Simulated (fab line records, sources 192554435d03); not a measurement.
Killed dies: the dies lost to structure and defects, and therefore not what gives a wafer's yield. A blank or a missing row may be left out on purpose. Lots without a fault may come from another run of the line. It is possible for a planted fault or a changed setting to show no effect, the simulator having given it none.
fab line records | flow n5Finfet
record lots=3 | wafers=9 | lastDay=16
route steps=1938 shown BEOL_M8@1368 BEOL_M9@1401 BEOL_M15@1830
lots with no fault: from the same line, run without faults
startH: hours from the record's opening day to when the first of the lot's shown wafers began | waitH: how many hours have passed since the lot's step before this one | " unchanged from the row above | L1.1+2: several wafers, shown together as one row | - either no value or no given start | * or withheld: withheld | < > ~ a bound
route shown NAME@n: names a module that has steps shown in the file, with the first one's number in the route | usual: mean/standard deviation of fault-free wafers | same: alike in all rows | chamber/n: place in a boat | sites: the reading at each site | _std_site: their standard deviation | _edge_site: inner sites' mean taken away from outer sites' mean | radiusMm: for every site, how far away it sits from the centre of the wafer | mask NAME#n: copy n | behind: the most recent tool/chamber to have shaped the wafer | hold: reason for holding the lot/hours on hold/outcome of the hold | device: transistor that didn't switch, given as n, p or np | end of line: the tests these same wafers got at the end of their route | a step without rows: its recipe alone | killed: the dies lost at the first sort to structure and to defects; this is not the yield of the wafer | map: a wafer's dies, marking killed ones x, the rest . and places with no die _
set.NAME: the run value of the setting; set.NAME@STEP: its run value at that earlier step | model.NAME: the simulator's own value behind a step, which no gauge read
lots at some steps of the route; a table a step, a row a wafer
services: the hour from which a tool's chamber was out of use, counted from the record's first day as startH (under 0 if before that day), plus the number of hours and why
## steps
# step N5_BEOL_M8_DESCUM_33
# recipe chemistry=O2 | timeS=7 | sourcePowerW=50 | biasPowerW=20 | pressureMtorr=20 | rfFrequencyHz=2.712e+07 | tempC=40 | resist=CAR-EUV | o2FlowSccm=225
# step N5_BEOL_M8_ETCH_72
# recipe chemistry=N2/H2 | target=underlayer | targetDepthA=65 | maskMaterial=CAR-EUV | timeS=5.2 | ionEnergyEv=200 | pressureMtorr=30 | sourceW=840 | biasW=150 | n2FlowSccm=200 | h2FlowSccm=200 | ends=cleared
# step N5_BEOL_M8_ETCH_65
# recipe chemistry=CF4 | target=SiARC | targetDepthA=156 | maskMaterial=CAR-EUV | timeS=26 | ionEnergyEv=80 | pressureMtorr=40 | sourceW=545 | biasW=36 | Ar_flow_sccm=100 | cf4FlowSccm=100 | ends=cleared
# step N5_BEOL_M8_ETCH_66
# recipe chemistry=N2/H2 | target=SOC | targetDepthA=800 | overetchA=160 | maskMaterial=SiARC | tempC=40 | timeS=120 | ionEnergyEv=200 | pressureMtorr=30 | sourceW=840 | biasW=150 | n2FlowSccm=200 | h2FlowSccm=200
# step N5_BEOL_M8_STRIP_69
# recipe chemistry=N2/H2 | tempC=40 | n2FlowSccm=200 | h2FlowSccm=200 | rfFrequencyHz=6e+07
# step N5_BEOL_M8_STRIP_73
# recipe chemistry=N2/H2 | tempC=40 | n2FlowSccm=200 | h2FlowSccm=200 | rfFrequencyHz=6e+07
# step N5_BEOL_M8_VIA_ETCH_34
# recipe chemistry=C4F6/O2 | target=SiCOH_lowk | targetDepthA=1255 | maskMaterial=SOC | taperDeg=4 | timeS=50.5 | ionEnergyEv=250 | pressureMtorr=30 | sourceW=345 | biasW=185 | Ar_flow_sccm=300 | C4F6_flow_sccm=10 | O2_flow_sccm=10
# step N5_BEOL_M8_STRIP_76
# recipe chemistry=C4F6/O2 | resist=SiARC | rfFrequencyHz=6e+07
# step N5_BEOL_M8_STRIP_36
# recipe chemistry=N2/H2 | powerW=450 | tempC=40 | pressureMtorr=20 | rfFrequencyHz=6e+07 | overashFraction=0.3 | biasPowerW=7 | h2Frac=0.5 | n2FlowSccm=200 | h2FlowSccm=200
# step N5_BEOL_M8_TRENCH_ETCH_37
# recipe chemistry=C4F6/O2 | targetDepthA=934.78 | target=SiCOH_lowk | timeS=31.2 | ionEnergyEv=250 | pressureMtorr=30 | sourceW=345 | biasW=185 | Ar_flow_sccm=300 | C4F6_flow_sccm=10 | O2_flow_sccm=10
# usual drypumpMotorCurrentA=5.7/0.71 | oesProductAu=0.83/0.065 | rfVppV=664/12 | showerheadPlenumPTorr=2.82/0.11 | throttleValvePct=20.92/0.23
lot.wafer | tool       | chamber | startH | waitH | drypumpMotorCurrentA | oesProductAu | rfHoursCounterH | rfVppV | showerheadPlenumPTorr | throttleValvePct | model.BEOL_M8.featureDepthNm | model.etch.depthNm | model.TiN_of_BEOL_M8_HM_DEP_02.thkNm
L717.1    | rieDiel-06 | 0       | 223.44 | -     | 5.2                  | 0.82         | 78              | 672    | 2.79                  | 21.05            | 91.6                         | 91.66              | 17.2
L717.2    | "          | 2       | "      | "     | 5.4                  | 0.69         | 238             | 652    | 2.70                  | 21.20            | 89.8                         | 89.76              | 17.6
L717.4    | "          | 3       | "      | "     | 6.7                  | 0.91         | 27              | 657    | 2.78                  | 20.88            | 91                           | 90.94              | 17
L720.4    | rieDiel-06 | 0       | 244.82 | -     | 5.2                  | 0.81         | -               | 671    | 2.78                  | 21.07            | 91.6                         | 91.63              | 17.6
L720.5    | "          | 3       | "      | "     | 6.7                  | 0.89         | -               | 656    | 2.77                  | 20.89            | 91.6                         | 91.62              | 17
L720.6    | "          | 1       | "      | "     | 4.8                  | 1.02         | -               | 674    | 2.75                  | 21.06            | 134.8                        | 134.8              | 16.2
L728.1    | rieDiel-04 | 1       | 302.38 | -     | 6.1                  | 0.81         | 92              | 648    | 2.75                  | 20.69            | 95                           | 95.08              | 17.8
L728.4    | "          | 2       | "      | "     | 5.9                  | 0.92         | 13              | 649    | 2.81                  | 20.86            | 96.2                         | 96.26              | 17.4
L728.5    | "          | 3       | "      | "     | 5.7                  | 0.80         | -               | 656    | 2.77                  | 21.26            | 94.2                         | 94.26              | 17.2
# step N5_BEOL_M8_ETCH_41
# recipe chemistry=CH3F/O2 | target=SiCN | targetDepthA=319 | taperDeg=2 | timeS=57.8 | ionEnergyEv=120 | maskMaterial=TiN | pressureMtorr=30 | sourceW=395 | biasW=75 | Ar_flow_sccm=150 | CH3F_flow_sccm=30 | O2_flow_sccm=20
# step N5_BEOL_M8_STRIP_80
# recipe chemistry=N2/H2 | timeS=10 | powerW=450 | tempC=40 | pressureMtorr=20 | rfFrequencyHz=6e+07 | biasPowerW=7 | n2FlowSccm=200 | h2FlowSccm=200
# step N5_BEOL_M8_OCD_MEAS_38
# usual trenchDepthNm=93.5/1.7
lot.wafer | tool   | chamber | startH | waitH | trenchDepthNm
L717.1    | ocd-01 | -       | 223.59 | -     | 91.4
L717.2    | "      | -       | "      | "     | 89.6
L717.4    | "      | -       | "      | "     | 91.1
L720.4    | ocd-02 | -       | 244.96 | -     | 91.4
L720.5    | "      | -       | "      | "     | 91.7
L720.6    | "      | -       | "      | "     | 135.2
L728.1    | ocd-01 | -       | 302.54 | -     | 94.9
L728.4    | "      | -       | "      | "     | 96.4
L728.5    | "      | -       | "      | "     | 94.4
# step N5_BEOL_M8_HM_STRIP_39
# recipe chemistry=peroxideTinStrip | material=TiN | targetDepthA=250 | tempC=50 | timeS=158
# step N5_BEOL_M8_SRD_40
# recipe timeS=30 | tempC=23 | rinseLiquid=diw | dry=ipaMarangoni
# step N5_BEOL_M8_PRECLEAN_42
# recipe chemistry=residueRemover | timeS=60 | tempC=40
# step N5_BEOL_M8_SRD_43
# recipe timeS=30 | tempC=23 | rinseLiquid=diw | dry=ipaMarangoni
# step N5_BEOL_M8_CURE_75
# recipe tempC=370 | timeS=120 | ambient=DMADMS/He | material=SiCOH_lowk
# step N5_BEOL_M8_DEGAS_44
# recipe ambient=vacuum | tempC=250 | timeS=60
# step N5_BEOL_M8_PRE_CLEAN_45
# recipe gas=H2/He | timeS=30 | tempC=250
# step N5_BEOL_M8_ALD_77
# recipe material=TaN | targetThkA=20 | tempC=275 | aldPrecursorFamily=PDMAT | aldCoReactant=NH3 | pressureTorr=3 | carrierFlowSccm=1500 | pulseTimeS=2 | purgeTimeS=3 | coReactantPurgeTimeS=2 | coReactantPulseTimeS=3 | aldCycles=40 | precursorVesselTempC=75 | precursorVesselPressureTorr=26.25 | precursorVesselCarrierSccm=1000
# step N5_BEOL_M8_SURFACE_TREAT_79
# recipe gas=Ar | timeS=* | ionEnergyEv=* | ionCurrentMaCm2=0.5 | pressureMtorr=* | arFlowSccm=30
# step N5_BEOL_M8_CVD_78
# recipe material=Co | targetThkA=20 | tempC=withheld | precursor=CCTBA/H2 | pressureTorr=30 | timeS=142.3
# step N5_BEOL_M8_SPUTTER_48
# recipe material=Cu | targetThkA=100 | tempC=-20 | biasV=60 | powerW=26000 | chamberPressurePa=0.13 | timeS=1.667
# step N5_BEOL_M8_ECD_50
# recipe material=Cu | targetThkA=3000
# step N5_BEOL_M8_ANNEAL_51
# recipe tempC=225 | timeS=90 | ambient=N2
# step N5_BEOL_M8_CMP_52
# recipe stopOn=SiCOH_lowk | tOverpolishS=6.9 | downForcePsi=1 | platenRpm=50 | clearingPlatenDownForcePsi=1.5 | clearingPlatenRpm=50 | postCmpClean=cuAlkaline | targetThkNm=80 | clearingPlatenPadVelocityMS=0.99484 | padVelocityMS=0.99484
# usual motorCurrentA=6.0/0.83
lot.wafer | tool   | chamber | startH | waitH | motorCurrentA | model.Cu_of_BEOL_M8_ECD_50.thkNm
L717.2    | cmp-04 | 1       | 226.00 | 0.2   | 6.8           | 76
L717.4    | "      | 2       | "      | "     | 6.3           | 77.6
L717.1    | "      | 3       | "      | "     | 4.4           | 78.4
L720.4    | cmp-01 | 1       | 247.29 | 0.2   | 6.9           | 78.8
L720.5    | "      | 2       | "      | "     | 5.7           | 78.4
L720.6    | "      | 3       | "      | "     | 6.8           | 123.4
L728.4    | cmp-01 | 1       | 304.49 | 0.2   | 6.6           | 82.2
L728.1    | "      | 2       | "      | "     | 5.4           | 81.8
L728.5    | "      | 1       | "      | "     | 6.6           | 80.4
# step N5_BEOL_M8_THK_MEAS_53
# recipe thkMeasGauge=xrf | reads=Cu_of_BEOL_M8_ECD_50
# usual M8_THK=79.7/2
lot.wafer | tool         | chamber | startH | waitH | M8_THK[nm]
L717.1    | filmMetro-01 | -       | 226.30 | -     | 76.7
L717.2    | "            | -       | "      | "     | 74.6
L717.4    | "            | -       | "      | "     | 76.2
L720.4    | filmMetro-02 | -       | 247.47 | -     | 79.6
L720.5    | "            | -       | "      | "     | 79.2
L720.6    | "            | -       | "      | "     | 124.6
L728.1    | filmMetro-01 | -       | 304.75 | -     | 81.9
L728.4    | "            | -       | "      | "     | 82.5
L728.5    | "            | -       | "      | "     | 80.3
# step N5_BEOL_M8_PRE_CLEAN_55
# recipe gas=NH3 | timeS=15 | tempC=withheld | rfPowerW=300
# step N5_BEOL_M8_DEP_56
# recipe material=SiCN | targetThkA=100 | tempC=withheld | precursor=3MS/NH3 | pressureTorr=3 | rfW=202 | timeS=17.5
# step N5_BEOL_M8_RS_MEAS_57
# recipe thkMeasGauge=four-point-probe | reads=Cu_of_BEOL_M8_ECD_50+Co_of_BEOL_M8_CVD_78+TaN_of_BEOL_M8_ALD_77
# usual M8_RS=0.286/0.0077
lot.wafer | tool         | chamber | startH | waitH | M8_RS[ohm/sq]
L717.1    | filmMetro-01 | -       | 226.43 | 0.1   | 0.292
L717.2    | "            | -       | "      | "     | 0.303
L717.4    | "            | -       | "      | "     | 0.296
L720.4    | filmMetro-02 | -       | 247.60 | 0.0   | 0.291
L720.5    | "            | -       | "      | "     | 0.293
L720.6    | "            | -       | "      | "     | 0.174
L728.1    | filmMetro-02 | -       | 304.91 | 0.1   | 0.279
L728.4    | "            | -       | "      | "     | 0.277
L728.5    | "            | -       | "      | "     | 0.286
# step N5_BEOL_M9_ILD_DEP_00
# recipe material=SiCOH_lowk | targetThkA=3085.1 | tempC=300 | precursor=DEMS/porogen | pressureTorr=5 | rfW=500 | timeS=58
# step N5_BEOL_M9_CURE_71
# recipe tempC=385 | timeS=240 | ambient=He/Ar | material=SiCOH_lowk
# step N5_BEOL_M9_PECVD_70
# recipe material=SiO2 | targetThkA=200 | tempC=400 | precursor=TEOS/O2 | pressureTorr=5.5 | rfW=450 | teosFlowSccm=53.8 | gas=O2 | flowSccm=3000 | timeS=22.7
# step N5_BEOL_M9_HM_DEP_02
# recipe material=TiN | targetThkA=200 | tempC=25 | chamberPressurePa=0.49996
# step N5_BEOL_M9_COAT_59
# recipe resist=SOC | tempC=250 | timeS=60 | spinRpm=1500 | resistThkNm=100
# step N5_BEOL_M15_RC_MEAS_101
# usual COMB_M10=1.5e-11/3.2e-12 | COMB_M11=1.5e-11/3.4e-12 | COMB_M12=6.7e-12/1.7e-12 | COMB_M13=5e-12/1.7e-12 | COMB_M14=3.6e-12/1.5e-12 | COMB_M15=2.7e-12/1.2e-12 | COMB_M5=3.6e-11/7.4e-12 | COMB_M6=2.6e-11/5.6e-12 | COMB_M6_max_site=3.7e-11/8.3e-12 | COMB_M7=2.6e-11/5.3e-12 | COMB_M9=1.5e-11/3.3e-12 | COMB_M9_max_site=2.1e-11/4.7e-12 | SERP_M10=3.07/0.086 | SERP_M10_max_site=3.18/0.11 | SERP_M11=3.12/0.089 | SERP_M12=0.639/0.018 | SERP_M12_max_site=0.652/0.019 | SERP_M13=0.311/0.0074 | SERP_M14=0.161/0.0042 | SERP_M5=39.3/1.6 | SERP_M6=13.8/0.53 | SERP_M7=14.0/0.6 | SERP_M8=13.8/0.55 | SERP_M8_max_site=14.4/0.59 | SERP_M9=3.11/0.072 | SERP_M9_max_site=3.22/0.091
lot.wafer | tool      | chamber | startH | waitH | COMB_M10[S/m] | COMB_M11[S/m] | COMB_M12[S/m] | COMB_M13[S/m] | COMB_M14[S/m] | COMB_M15[S/m] | COMB_M5[S/m] | COMB_M6[S/m] | COMB_M6_max_site[S/m] | COMB_M7[S/m] | COMB_M9[S/m] | COMB_M9_max_site[S/m] | SERP_M10[ohm/um] | SERP_M10_max_site[ohm/um] | SERP_M11[ohm/um] | SERP_M12[ohm/um] | SERP_M12_max_site[ohm/um] | SERP_M13[ohm/um] | SERP_M14[ohm/um] | SERP_M5[ohm/um] | SERP_M6[ohm/um] | SERP_M7[ohm/um] | SERP_M8[ohm/um] | SERP_M8_max_site[ohm/um] | SERP_M9[ohm/um] | SERP_M9_max_site[ohm/um]
L717.1    | prober-01 | 0       | 277.46 | 0.0   | 1.7e-11       | 1.7e-11       | 6.4e-12       | 6.4e-12       | 5e-12         | 3.7e-12       | 2.8e-11      | 2.5e-11      | 3.5e-11               | 3.5e-11      | 1.5e-11      | 2.5e-11               | 2.97             | 3.02                      | 3.05             | 0.665            | 0.684                     | 0.305            | 0.159            | 38.2            | 13.2            | 14.1            | 14.0            | 14.4                     | 3.21            | 3.29
L717.2    | "         | 0       | "      | "     | 1.6e-11       | 1.1e-11       | 6.6e-12       | 8.9e-12       | 3.4e-12       | 3.9e-12       | 3.4e-11      | 2.5e-11      | 3.2e-11               | 3.1e-11      | 1.8e-11      | 2.3e-11               | 3.06             | 3.21                      | 3.13             | 0.644            | 0.656                     | 0.301            | 0.159            | 39.5            | 14.0            | 15.0            | 15.2            | 15.8                     | 3.05            | 3.23
L717.4    | "         | 0       | "      | "     | 1.6e-11       | 1.3e-11       | 5.7e-12       | 5e-12         | 4e-12         | 4e-12         | 4.6e-11      | 3.7e-11      | 4.8e-11               | 2.9e-11      | 1.7e-11      | 2.3e-11               | 2.98             | 3.20                      | 2.90             | 0.650            | 0.661                     | 0.310            | 0.157            | 36.0            | 13.6            | 13.9            | 15.0            | 15.8                     | 3.05            | 3.14
L720.4    | prober-01 | 0       | 295.93 | 0.5   | 1.3e-11       | 1.5e-11       | 7.3e-12       | 5.9e-12       | 3.7e-12       | 3.4e-12       | 2.9e-11      | 2.8e-11      | 3.3e-11               | 2.4e-11      | 1.6e-11      | 1.8e-11               | 3.06             | 3.26                      | 3.17             | 0.641            | 0.655                     | 0.304            | 0.166            | 39.1            | 13.9            | 14.8            | 13.4            | 14.8                     | 3.12            | 3.29
L720.5    | "         | 0       | "      | "     | 1.2e-11       | 1.3e-11       | 7.9e-12       | 6.5e-12       | 4.1e-12       | 3.4e-12       | 4e-11        | 3.5e-11      | 5.2e-11               | 3.1e-11      | 1.9e-11      | 2.4e-11               | 3.10             | 3.21                      | 3.09             | 0.647            | 0.667                     | 0.315            | 0.163            | 38.0            | 13.0            | 13.6            | 14.3            | 15.1                     | 3.18            | 3.26
L720.6    | "         | 0       | "      | "     | 1.5e-11       | 1.3e-11       | 6.6e-12       | 6.8e-12       | 4.4e-12       | 3.5e-12       | 4.3e-11      | 2.7e-11      | 3.6e-11               | 3.1e-11      | 2.2e-11      | 2.9e-11               | 3.15             | 3.30                      | 3.30             | 0.607            | 0.618                     | 0.307            | 0.162            | 39.9            | 13.3            | 15.1            | 8.5             | 9.1                      | 3.21            | 3.32
L728.1    | prober-02 | 0       | 371.33 | 0.0   | 1.6e-11       | 1.6e-11       | 5.4e-12       | 2.5e-12       | 2e-12         | 2e-12         | 4.1e-11      | 2.1e-11      | 3.3e-11               | 3.2e-11      | 1.6e-11      | 2.6e-11               | 3.16             | 3.30                      | 3.09             | 0.613            | 0.620                     | 0.301            | 0.164            | 39.2            | 14.2            | 14.6            | 13.3            | 13.5                     | 3.03            | 3.07
L728.4    | "         | 0       | "      | "     | 1.4e-11       | 1.3e-11       | 6.8e-12       | 2.4e-12       | 3e-12         | 3e-12         | 2.7e-11      | 3.1e-11      | 4.5e-11               | 2.5e-11      | 1e-11        | 1.6e-11               | 3.05             | 3.26                      | 3.16             | 0.637            | 0.644                     | 0.306            | 0.163            | 37.0            | 14.3            | 13.7            | 13.0            | 13.5                     | 3.15            | 3.23
L728.5    | "         | 0       | "      | "     | 1.7e-11       | 1.2e-11       | 4.7e-12       | 3.4e-12       | 1.9e-12       | 1.3e-12       | 3.3e-11      | 1.6e-11      | 3.1e-11               | 2.6e-11      | 1.1e-11      | 1.9e-11               | 3.21             | 3.34                      | 3.02             | 0.635            | 0.643                     | 0.313            | 0.165            | 38.4            | 14.1            | 14.0            | 13.6            | 14.4                     | 3.03            | 3.11
# sites SERP_M8 radiusMm=0,75,75,75,75,140,140,140,140
L717.1 14.0 13.8 13.5 14.4 14.0 14.4 13.4 14.4 14.3
L720.4 13.1 13.4 13.4 13.4 13.2 14.8 14.2 14.7 13.5
L728.1 13.1 13.1 13.5 13.4 12.7 13.4 13.5 13.2 13.3
## services
tool       | chamber | startH | hours | kind
cmp-01     | -       | 224.07 | 4.0   | pm
cmp-01     | -       | 228.07 | -     | consumableReplace:conditioner
cmp-01     | -       | 228.07 | -     | consumableReplace:pad
cmp-04     | -       | 233.51 | 0.4   | repair
rieDiel-04 | 2       | 239.29 | -     | clean
rieDiel-04 | 2       | 239.29 | -     | consumableReplace:focusRing
rieDiel-04 | 2       | 239.29 | 25.0  | scheduledDown
rieDiel-04 | 2       | 239.29 | 25.0  | ventCycle
cmp-04     | -       | 239.57 | 4.0   | pm
rieDiel-06 | 2       | 243.08 | 8.3   | repair
cmp-04     | -       | 243.57 | -     | consumableReplace:conditioner
cmp-04     | -       | 243.57 | -     | consumableReplace:pad
cmp-04     | -       | 265.77 | 0.9   | repair
rieDiel-06 | 2       | 268.31 | -     | clean
rieDiel-06 | 2       | 268.31 | -     | consumableReplace:focusRing
rieDiel-06 | 2       | 268.31 | -     | consumableReplace:showerhead
rieDiel-06 | 2       | 268.31 | 28.1  | scheduledDown
rieDiel-06 | 2       | 268.31 | 28.1  | ventCycle
rieDiel-04 | 3       | 281.53 | 2.6   | repair
## key
firstSign step=N5_BEOL_M8_OCD_MEAS_38 | reading=trenchDepthNm | direction=up | sigmas=25 | usual=93.5 | struck=135.2
effect step=N5_BEOL_M8_THK_MEAS_53 | reading=M8_THK | direction=up | sigmas=22 | usual=79.7 | struck=124.6
effect step=N5_BEOL_M8_RS_MEAS_57 | reading=M8_RS | direction=down | sigmas=15 | usual=0.286 | struck=0.174
effect step=N5_BEOL_M15_RC_MEAS_101 | reading=SERP_M8 | direction=down | sigmas=9.5 | usual=13.8 | struck=8.5
modelEffect step=N5_BEOL_M8_TRENCH_ETCH_37 | value=BEOL_M8.featureDepthNm | without=93 | struck=134.8
modelEffect step=N5_BEOL_M8_CMP_52 | value=Cu_of_BEOL_M8_ECD_50.thkNm | without=81.6 | struck=123.4
metAt N5_BEOL_M8_TRENCH_ETCH_37
struckWafers L720.6
onsetBetween 223.44 244.82
fault kind=processParameterDrift | tool=rieDiel-06 | chamber=- | onsetH=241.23 | steps=N5_BEOL_M8_TRENCH_ETCH_37 | channel=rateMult | offset=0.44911 | shape=step | endH=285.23 | scope=struckWafersOnly
